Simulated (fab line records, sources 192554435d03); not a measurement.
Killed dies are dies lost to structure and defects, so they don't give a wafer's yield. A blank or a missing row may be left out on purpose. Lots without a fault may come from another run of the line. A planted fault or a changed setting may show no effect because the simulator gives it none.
fab line records | flow n5_finfet
record lots=6 wafers=18 last_day=18
route steps=1938 shown BEOL_M2@848 BEOL_M4@1111 PASSIVATION@1936
lots that met no fault: from a run of the same line without faults
start_h: hours from the record's first day to the start of the lot's first wafer shown | wait_h: hours since the lot's step before | " the same as in the row above | L1.1+2: a row that stands for several wafers | - no value, or no start given | * or withheld: withheld | < > ~ a bound
route shown NAME@n: a module of which the file shows steps, and the number in the route of the first | usual: mean/standard deviation of fault-free wafers | same: alike in all rows | chamber/n: place in a boat | sites: the reading at each site | _std_site: their standard deviation | _edge_site: outer sites' mean less inner sites' | radius_mm: how far each site lies from the wafer's centre | mask NAME#n: copy n | behind: the tool/chamber that last shaped the wafer | hold: why the lot was held/for how many hours/how that ended | device: the transistor (n, p or np) that didn't switch | end of line: the same wafers' tests at the end of the route | a step without rows: its recipe alone | killed: dies lost to structure and defects at the first sort, not the wafer's yield | map: a wafer's dies, x killed, . not, _ none there
set.NAME: the setting as run; set.NAME@STEP: as run at that earlier step | model.NAME: the simulator's own value behind a step, which no gauge read
lots at some steps of the route; a table a step, a row a wafer
services: from which hour (start_h, from the record's first day; less than 0 if before it) a tool's chamber was out of use, for how many hours, and why
## steps
# step N5_BEOL_M2_COAT_05
# recipe resist=CAR-EUV spin_rpm=1500 resist_thk_nm=30
# step N5_BEOL_M2_EBR_07
# recipe solvent=PGMEA ebr_width_mm=1.5
# step N5_BEOL_M2_SOFTBAKE_06
# recipe temp_c=110 time_s=60 resist=CAR-EUV
# step N5_BEOL_M2_EXPOSE_08
# recipe mask_id=M2 na=0.33 source_shape=dipole sigma_inner=0.369 sigma_outer=0.767 polarization=unpolarized dose_mj=41.25
# step N5_BEOL_M2_PEB_09
# recipe peb_temp_c=100 peb_time_s=60 resist=CAR-EUV
# step N5_BEOL_M2_DEVELOP_10
# recipe develop_time_s=30 developer=TMAH resist=CAR-EUV rinse_liquid=surfactant_rinse dry=air_spin dev_temp_c=23
# step N5_BEOL_M2_CD_MEAS_11
# recipe target_cd_nm=16.79 landing_energy_ev=500 detector=se_inlens polarity=opening
# usual cd_nm=16.76/0.24
# columns lot.wafer tool chamber start_h wait_h cd_nm
L801.1 cd_sem-03 0 142.65 - 16.70
L801.2 " 0 " " 16.60
L801.3 " 0 " " 16.86
L802.1 cd_sem-01 0 142.75 - 17.10
L802.5 " 0 " " 16.69
L802.6 " 0 " " 16.37
L819.1 cd_sem-02 0 246.97 - 16.51
L819.2 " 0 " " 16.70
L819.5 " 0 " " 16.53
L820.2 cd_sem-01 0 252.39 - 16.86
L820.3 " 0 " " 16.72
L820.4 " 0 " " 16.68
L822.1 cd_sem-01 0 259.52 - 16.76
L822.3 " 0 " " 16.74
L822.5 " 0 " " 16.68
L823.1 cd_sem-01 0 269.44 - 16.66
L823.2 " 0 " " 16.71
L823.4 " 0 " " 16.76
# step N5_BEOL_M2_OVL_MEAS_12
# recipe points_per_wafer=522
# usual M2_OVL=-0.3/0.73
# columns lot.wafer tool chamber start_h wait_h M2_OVL[nm]
L801.1 overlay-02 0 142.68 0.0 0.0
L801.2 " 0 " " -1.5
L801.3 " 0 " " 0.6
L802.1 overlay-01 0 142.78 0.0 -0.4
L802.5 " 0 " " 0.1
L802.6 " 0 " " 0.2
L819.1 overlay-01 0 247.00 0.0 -0.7
L819.2 " 0 " " 0.4
L819.5 " 0 " " -0.9
L820.2 overlay-02 0 252.43 0.0 -0.6
L820.3 " 0 " " -1.9
L820.4 " 0 " " -0.4
L822.1 overlay-02 0 259.55 0.0 1.2
L822.3 " 0 " " 0.8
L822.5 " 0 " " 1.5
L823.1 overlay-02 0 269.47 0.0 -1.4
L823.2 " 0 " " -0.6
L823.4 " 0 " " -1.0
# step N5_BEOL_M2_INSPECT_13
# recipe mode=adi inspect_instrument=brightfield
# usual raw_defect_count=386/94
# columns lot.wafer tool chamber start_h wait_h raw_defect_count
L801.1 defect_inspect-01 - 142.73 0.1 357
L801.2 " - " " 351
L801.3 " - " " 250
L802.1 defect_inspect-01 - 142.84 0.1 299
L802.5 " - " " 457
L802.6 " - " " 357
L819.1 defect_inspect-02 - 247.06 0.1 504
L819.2 " - " " 480
L819.5 " - " " 544
L820.2 defect_inspect-02 - 252.48 0.0 234
L820.3 " - " " 341
L820.4 " - " " 253
L822.1 defect_inspect-02 - 259.61 0.1 379
L822.3 " - " " 402
L822.5 " - " " 370
L823.1 defect_inspect-02 - 269.53 0.1 412
L823.2 " - " " 331
L823.4 " - " " 346
# step N5_BEOL_M2_DESCUM_16
# recipe chemistry=O2 time_s=7 source_power_w=50 bias_power_w=20 pressure_mtorr=20 rf_frequency_hz=2.712e+07 temp_c=40 resist=CAR-EUV o2_flow_sccm=225
# usual drypump_motor_current_A=5.8/0.62 oes_product_au=0.80/0.088 rf_vpp_V=242.5/1.3 showerhead_plenum_p_Torr=2.06/0.062 throttle_valve_pct=20.38/0.28
# same time_s=7
# columns lot.wafer tool chamber start_h wait_h drypump_motor_current_A oes_product_au rf_hours_counter_h rf_vpp_V showerhead_plenum_p_Torr throttle_valve_pct
L801.1 rie_diel-06 2 142.77 0.0 6.2 0.96 12 242.0 2.06 20.40
L801.2 " 0 " " 4.9 0.72 197 242.1 1.99 20.84
L801.3 " 1 " " 5.9 0.69 247 242.4 1.98 20.39
L802.1 rie_diel-05 2 142.88 0.0 6.6 0.72 191 243.5 2.10 20.61
L802.5 " 3 " " 4.9 0.86 - 242.9 2.05 19.95
L802.6 " 0 " " 6.0 0.78 - 241.5 2.01 20.21
L819.1 rie_diel-05 1 247.09 0.0 6.4 0.87 59 241.1 2.04 20.32
L819.2 " 0 " " 6.0 0.75 156 241.3 2.00 20.26
L819.5 " 2 " " 6.6 0.69 - 242.6 2.08 20.68
L820.2 rie_diel-05 1 252.51 0.0 6.4 0.87 61 242.5 2.04 20.31
L820.3 " 2 " " 6.6 0.69 231 240.1 2.08 20.68
L820.4 " 3 " " 4.9 0.81 68 241.3 2.04 20.00
L822.1 rie_diel-02 2 259.72 0.1 6.2 0.75 121 242.0 2.03 20.50
L822.3 " 1 " " 5.5 0.82 66 242.2 2.04 19.97
L822.5 " 0 " " 5.1 0.84 - 242.1 2.05 20.44
L823.1 rie_diel-06 3 270.18 0.6 6.4 0.70 214 243.6 2.16 20.67
L823.2 " 0 " " 4.9 0.66 246 240.8 1.97 20.92
L823.4 " 1 " " 5.9 0.90 35 246.6 2.23 20.14
# step N5_BEOL_M2_ETCH_74
# recipe chemistry=N2/H2 target=underlayer target_depth_a=65 mask_material=CAR-EUV time_s=5.2 ion_energy_ev=200 pressure_mtorr=30 source_w=840 bias_w=150 n2_flow_sccm=200 h2_flow_sccm=200 ends=cleared
# usual bias_w=150.0/0.5 drypump_motor_current_A=5.8/0.62 etch_rf_on_time_s=5.19/0.14 oes_product_au=0.68/0.073 rf_vpp_V=522.5/2.5 showerhead_plenum_p_Torr=2.50/0.073 throttle_valve_pct=17.8/0.36
# columns lot.wafer tool chamber start_h wait_h bias_w drypump_motor_current_A etch_rf_on_time_s oes_product_au rf_hours_counter_h rf_vpp_V showerhead_plenum_p_Torr throttle_valve_pct
L801.1 rie_diel-06 2 142.80 0.0 149.8 6.3 5.13 0.80 12 523.9 2.49 17.7
L801.2 " 0 " " 149.6 4.9 5.03 0.62 197 520.4 2.43 18.3
L801.3 " 1 " " 150.5 5.9 5.29 0.58 247 520.6 2.38 17.6
L802.1 rie_diel-05 2 142.91 0.0 150.3 6.6 5.19 0.62 191 525.6 2.53 18.1
L802.5 " 3 " " 149.1 4.9 5.50 0.71 - 519.2 2.48 17.2
L802.6 " 0 " " 150.6 6.0 5.25 0.66 - 521.1 2.47 17.7
L819.1 rie_diel-05 1 247.12 0.0 149.9 6.4 5.08 0.75 59 521.8 2.46 17.6
L819.2 " 0 " " 150.6 6.0 5.27 0.63 156 521.1 2.45 17.8
L819.5 " 2 " " 150.3 6.6 5.28 0.59 - 523.3 2.52 18.1
L820.2 rie_diel-05 1 252.55 0.0 150.3 6.4 5.02 0.74 61 522.6 2.46 17.5
L820.3 " 2 " " 150.7 6.6 5.18 0.59 231 524.2 2.52 18.1
L820.4 " 3 " " 149.8 4.9 5.48 0.67 68 522.4 2.46 17.3
L822.1 rie_diel-02 2 259.76 0.0 150.3 6.3 5.16 0.65 121 520.0 2.46 17.9
L822.3 " 1 " " 150.0 5.5 5.27 0.69 66 521.5 2.46 17.3
L822.5 " 0 " " 149.6 5.0 5.11 0.71 - 522.8 2.49 17.9
L823.1 rie_diel-06 3 270.21 0.0 150.5 6.5 5.31 0.60 214 528.7 2.64 18.2
L823.2 " 0 " " 149.5 4.9 5.08 0.59 246 519.0 2.41 18.4
L823.4 " 1 " " 149.7 5.9 5.18 0.77 35 529.0 2.68 17.3
# step N5_BEOL_M2_ETCH_63
# recipe chemistry=CF4 target=SiARC target_depth_a=156 mask_material=CAR-EUV time_s=26 ion_energy_ev=80 pressure_mtorr=40 source_w=545 bias_w=36 Ar_flow_sccm=100 cf4_flow_sccm=100 ends=cleared
# usual bias_w=36.02/0.11 cf4_flow_sccm=100.0/0.31 drypump_motor_current_A=5.8/0.62 etch_rf_on_time_s=26.0/0.76 oes_product_au=0.68/0.073 rf_vpp_V=183.6/1.2 showerhead_plenum_p_Torr=2.10/0.059 throttle_valve_pct=15.53/0.28
# columns lot.wafer tool chamber start_h wait_h bias_w cf4_flow_sccm drypump_motor_current_A etch_rf_on_time_s oes_product_au rf_hours_counter_h rf_vpp_V showerhead_plenum_p_Torr throttle_valve_pct
L801.1 rie_diel-06 2 142.82 0.0 36.22 100.2 6.2 25.2 0.82 12 183.0 2.12 15.53
L801.2 " 0 " " 36.12 100.1 4.9 25.1 0.63 197 183.0 2.04 16.00
L801.3 " 1 " " 36.11 99.9 5.9 26.4 0.59 247 181.1 2.03 15.65
L802.1 rie_diel-05 2 142.93 0.0 35.96 100.2 6.6 26.3 0.61 191 184.8 2.13 15.70
L802.5 " 3 " " 35.97 99.1 4.9 27.7 0.71 - 182.4 2.10 15.07
L802.6 " 0 " " 35.98 99.7 6.0 26.3 0.66 - 182.8 2.06 15.41
L819.1 rie_diel-05 1 247.14 0.0 36.07 100.1 6.4 25.7 0.76 59 183.7 2.10 15.51
L819.2 " 0 " " 35.96 99.9 6.0 26.3 0.64 156 182.2 2.05 15.50
L819.5 " 2 " " 36.03 99.9 6.6 26.3 0.59 - 183.8 2.11 15.78
L820.2 rie_diel-05 1 252.57 0.0 36.01 100.0 6.3 25.5 0.75 61 184.4 2.10 15.50
L820.3 " 2 " " 36.08 100.0 6.6 26.2 0.59 231 183.9 2.11 15.78
L820.4 " 3 " " 35.92 100.0 4.9 27.5 0.67 69 183.4 2.08 15.13
L822.1 rie_diel-02 2 259.77 0.0 36.07 100.3 6.2 25.9 0.65 121 184.3 2.08 15.69
L822.3 " 1 " " 35.95 99.9 5.5 26.1 0.70 66 182.9 2.09 15.18
L822.5 " 0 " " 36.17 99.8 5.0 25.8 0.71 - 183.9 2.08 15.41
L823.1 rie_diel-06 3 270.23 0.0 35.93 99.6 6.5 26.7 0.60 214 185.7 2.20 15.82
L823.2 " 0 " " 36.03 99.6 4.9 25.3 0.60 246 182.5 2.02 16.09
L823.4 " 1 " " 36.04 100.5 5.9 25.9 0.77 35 186.7 2.27 15.26
# step N5_BEOL_M2_ETCH_64
# recipe chemistry=N2/H2 target=SOC target_depth_a=750 overetch_a=225 mask_material=SiARC temp_c=40 time_s=121.9 ion_energy_ev=200 pressure_mtorr=30 source_w=840 bias_w=150 n2_flow_sccm=200 h2_flow_sccm=200
# usual bias_w=150.0/0.46 drypump_motor_current_A=5.8/0.63 oes_product_au=0.61/0.063 rf_vpp_V=522.6/2.1 showerhead_plenum_p_Torr=2.50/0.073 throttle_valve_pct=17.7/0.36
# same time_s=121.9
# columns lot.wafer tool chamber start_h wait_h bias_w drypump_motor_current_A oes_product_au rf_hours_counter_h rf_vpp_V showerhead_plenum_p_Torr throttle_valve_pct model.SiARC_of_BEOL_M2_COAT_62.thk_nm
L801.1 rie_diel-06 2 142.85 0.0 149.8 6.2 0.71 12 521.5 2.49 17.6 6.2
L801.2 " 0 " " 149.8 4.9 0.54 197 520.3 2.43 18.3 6.2
L801.3 " 1 " " 150.5 5.9 0.52 247 519.5 2.38 17.6 6.4
L802.1 rie_diel-05 2 142.96 0.0 149.3 6.6 0.55 191 523.5 2.53 18.0 6.2
L802.5 " 3 " " 149.6 4.9 0.66 - 520.1 2.47 17.2 6.6
L802.6 " 0 " " 150.8 6.0 0.60 - 520.5 2.47 17.7 6.4
L819.1 rie_diel-05 1 247.17 0.0 110.7 6.4 0.66 59 429.9 2.46 17.5 8.2
L819.2 " 0 " " 111.0 6.0 0.57 156 429.7 2.45 17.8 8.4
L819.5 " 2 " " 111.0 6.6 0.52 - 430.1 2.52 18.1 8.2
L820.2 rie_diel-05 1 252.59 0.0 110.4 6.4 0.66 61 431.4 2.46 17.5 8.2
L820.3 " 2 " " 110.3 6.5 0.52 231 430.4 2.52 18.1 8.2
L820.4 " 3 " " 110.2 4.9 0.61 69 429.9 2.46 17.2 8.6
L822.1 rie_diel-02 2 259.80 0.0 150.2 6.2 0.58 121 521.4 2.46 17.9 6.6
L822.3 " 1 " " 150.2 5.5 0.63 66 521.9 2.46 17.3 6.4
L822.5 " 0 " " 149.4 5.1 0.63 - 523.1 2.49 17.9 6.2
L823.1 rie_diel-06 3 270.26 0.0 150.3 6.5 0.54 214 527.1 2.64 18.2 6.6
L823.2 " 0 " " 149.7 4.9 0.51 246 520.1 2.41 18.4 6.2
L823.4 " 1 " " 149.8 5.9 0.67 35 527.8 2.68 17.3 6.4
# step N5_BEOL_M2_STRIP_65
# recipe chemistry=N2/H2 temp_c=40 n2_flow_sccm=200 h2_flow_sccm=200 rf_frequency_hz=6e+07
# step N5_BEOL_M4_RC_MEAS_101
# usual DIBL_N=35.9/1.7 DIBL_P=36.0/2.2 IOFF_N=0.16/0.031 IOFF_P=0.21/0.039 ION_N=678/13 ION_P=464/8.8 SS_N=71.5/0.61 SS_P=73.2/0.68 VT_N=249/3.3 VT_P=-250/3.8
# columns lot.wafer tool chamber start_h wait_h DIBL_N[mV/V] DIBL_P[mV/V] IOFF_N[nA/um] IOFF_P[nA/um] ION_N[uA/um] ION_P[uA/um] SS_N[mV/dec] SS_P[mV/dec] VT_N[mV] VT_P[mV]
L801.1 prober-01 0 175.21 0.0 36.7 36.9 0.19 0.24 687 470 71.7 73.3 247 -247
L801.2 " 0 " " 35.6 35.2 0.17 0.21 687 469 71.7 73.4 245 -250
L801.3 " 0 " " 36.0 35.6 0.18 0.22 699 477 71.8 73.3 246 -248
L802.1 prober-01 0 177.91 0.0 37.7 35.9 0.17 0.21 681 464 72.5 73.6 249 -251
L802.5 " 0 " " 36.4 34.3 0.15 0.18 679 458 71.9 73.8 251 -252
L802.6 " 0 " " 36.6 35.2 0.17 0.19 686 458 70.9 73.5 246 -253
L819.1 prober-02 0 281.42 0.0 36.7 37.6 0.16 0.23 668 467 71.3 74.0 252 -248
L819.2 " 0 " " 36.7 36.5 0.15 0.20 659 457 71.6 73.7 253 -251
L819.5 " 0 " " 36.1 36.9 0.15 0.21 679 471 71.5 73.1 249 -250
L820.2 prober-02 0 285.22 0.2 37.5 37.9 0.17 0.22 680 468 71.4 73.1 248 -250
L820.3 " 0 " " 36.1 36.5 0.17 0.19 687 471 70.9 73.0 250 -253
L820.4 " 0 " " 36.1 35.8 0.15 0.18 672 460 72.1 73.7 250 -254
L822.1 prober-02 0 310.75 0.0 36.0 38.1 0.17 0.25 671 470 72.9 73.5 249 -246
L822.3 " 0 " " 36.0 38.6 0.19 0.26 697 477 72.2 74.0 246 -247
L822.5 " 0 " " 35.2 37.2 0.17 0.24 688 480 71.9 73.5 249 -248
L823.1 prober-02 0 313.75 0.0 37.4 37.5 0.17 0.22 683 462 72.3 73.0 250 -250
L823.2 " 0 " " 36.9 36.5 0.15 0.21 677 463 71.5 73.4 249 -251
L823.4 " 0 " " 36.4 34.9 0.15 0.19 681 458 71.9 73.0 249 -251
# step N5_PASSIVATION_PROBE_49
# usual defect_limited_yield=90.9/1.5 killed_at_M0_to_M3=36/10 killed_at_M4_up=13/5.5 killed_at_contacts=12/5.6 killed_at_front_end=42/12 killed_at_other=4/3.2 killed_dies=108/18 killed_open=71/13 killed_short=34/7.8 sort_bin_5_function=5.4/1 sort_bin_6_memory=3.4/0.68 sort_n_pass=1072/18 sort_yield_pct=90.9/1.5
# same gross_dies=1180 killed_at_back_side=0 sort_bin_4_leakage[%]=0 sort_bin_8_speed[%]=0
# columns lot.wafer tool chamber start_h wait_h defect_limited_yield[%] killed_at_M0_to_M3 killed_at_M4_up killed_at_contacts killed_at_front_end killed_at_other killed_dies killed_open killed_short sort_bin_5_function[%] sort_bin_6_memory[%] sort_n_pass sort_yield_pct[%]
L802.1 prober-01 - 271.70 0.0 90.5 25 12 20 51 4 112 76 28 5.6 3.1 1068 90.5
L802.5 prober-01 - 271.90 0.2 89.5 29 22 13 57 3 124 82 42 6.4 3.4 1056 89.5
L802.6 prober-01 - 271.95 0.3 89.1 35 22 8 63 1 129 77 44 6.2 3.6 1051 89.1
# killed by level:class
L802.1 STI_FIN_REVEAL:geometric_particle:open=17 MOL_CONTACT_COAG:geometric_particle:open=16 HKMG_FIN:area_etch=8 GATE_CUT:geometric_particle:short=7 BEOL_M2:geometric_particle:open=7 BEOL_M4:geometric_particle:open=7 DUMMY_GATE:geometric_particle:open=4 GATE_CUT:geometric_particle:open=4
L802.5 STI_FIN_REVEAL:geometric_particle:open=24 BEOL_M5:geometric_particle:open=9 BEOL_M0_SAQP:geometric_particle:short=8 BEOL_M0_SAQP:geometric_particle:open=8 MOL_CONTACT_COAG:geometric_particle:open=7 FIN_SAQP:geometric_particle:short=6 MOL_CONTACT_COAG:geometric_particle:short=6 BEOL_M4:geometric_particle:open=6
L802.6 STI_FIN_REVEAL:geometric_particle:open=15 BEOL_M0_SAQP:geometric_particle:open=10 BEOL_M4:geometric_particle:open=10 GATE_CUT:geometric_particle:short=9 BEOL_M0_SAQP:geometric_particle:short=8 HKMG_FIN:area_etch=8 MOL_CONTACT_COAG:geometric_particle:open=7 FIN_SAQP:geometric_particle:short=5
## services
# columns tool chamber start_h hours kind
rie_diel-02 0 126.72 16.1 repair
rie_diel-06 1 151.02 - clean
rie_diel-06 1 151.02 - consumable_replace:focus_ring
rie_diel-06 1 151.02 - consumable_replace:showerhead
rie_diel-06 1 151.02 25.5 scheduled_down
rie_diel-06 1 151.02 25.5 vent_cycle
rie_diel-05 1 162.15 36.3 repair
rie_diel-06 2 197.89 1.5 repair
rie_diel-02 1 198.27 1.6 repair
rie_diel-06 0 220.63 6.6 repair
rie_diel-02 - 229.71 0.5 repair
rie_diel-05 0 258.19 9.4 repair
rie_diel-02 3 259.59 - clean
rie_diel-02 3 259.59 - consumable_replace:focus_ring
rie_diel-02 3 259.59 11.6 scheduled_down
rie_diel-02 3 259.59 11.6 vent_cycle
rie_diel-02 0 264.49 9.9 repair
## key
first_sign step=N5_BEOL_M2_ETCH_64 reading=bias_w direction=down sigmas=86 usual=* struck=*
effect step=N5_BEOL_M2_ETCH_64 reading=rf_vpp_V direction=down sigmas=43 usual=522.6 struck=430.2
model_effect step=N5_BEOL_M2_ETCH_64 value=SiARC_of_BEOL_M2_COAT_62.thk_nm without=6.267 struck=8.3
met_at N5_BEOL_M2_ETCH_64
struck_wafers L819.1,L819.2,L819.5,L820.2,L820.3,L820.4
onset_between 142.96 247.17
fault kind=process_parameter_drift tool=rie_diel-05 chamber=- onset_h=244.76 steps=N5_BEOL_M2_ETCH_64 channel=bias_w offset=* shape=step end_h=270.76 acts_in=* stated=*
